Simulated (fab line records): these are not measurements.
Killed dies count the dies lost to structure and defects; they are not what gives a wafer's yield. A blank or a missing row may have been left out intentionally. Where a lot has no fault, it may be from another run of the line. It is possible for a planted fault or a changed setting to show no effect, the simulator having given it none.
Matching of chambers | flow n5Finfet | 4 sister chambers for N5_GATE_CUT_ALD_22 on aldSin-01
The step deposits SiNx, target thk 16 nm, pulse time 1 s, ald cycles 320. 8 wafers are shown with their chamber, then 8 later ones without.

EACH WAFER AND ITS CHAMBER
wafer  | chamber | heaterPowerW (W) | precursorPulseHeightRel
L079.4 | 1       | 719              | 1.036
L081.1 | 2       | 859              | 0.991
L081.5 | 0       | 832              | 0.984
L082.6 | 2       | 840              | 1.019
L085.2 | 1       | 713              | 1.005
L085.4 | 0       | 840              | 1.001
L085.6 | 3       | 912              | 1.010
L090.3 | 3       | 917              | 1.024

WAFERS WITH NO CHAMBER GIVEN
wafer  | heaterPowerW (W) | precursorPulseHeightRel
L090.4 | 709              | 1.011
L090.5 | 926              | 0.973
L092.2 | 701              | 1.004
L092.3 | 905              | 1.011
L092.5 | 936              | 0.958
L097.2 | 862              | 0.975
L097.3 | 856              | 0.991
L097.4 | 897              | 1.001

THE CHAMBER EACH PASSED THROUGH
wafer  | from the rows above     | in truth
L090.4 | 1                       | 1
L090.5 | 3                       | 3
L092.2 | 1                       | 1
L092.3 | 3                       | 3
L092.5 | 3                       | 3
L097.2 | can't be placed: 2 or 0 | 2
L097.3 | can't be placed: 2 or 0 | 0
L097.4 | 3                       | 3
6 of 8 placed correctly. Not placeable from these rows: 2 (in 2, the candidates include the true chamber). 0 placed wrongly.
How it was worked out, from the rows above alone: a wafer's distance from a chamber is the root of the sum, over the readings, of the square of ((its reading less the chamber's mean) divided by the reading's scatter). If the next closest chamber is less than 2 further off than the closest, the wafer can't be placed; otherwise it belongs to the closest. The mean given for a chamber averages the wafers shown for that chamber. The scatter: take each reading less its chamber's mean, square it, sum over the shown wafers, divide by the number of wafers less the number of chambers, and take the root.
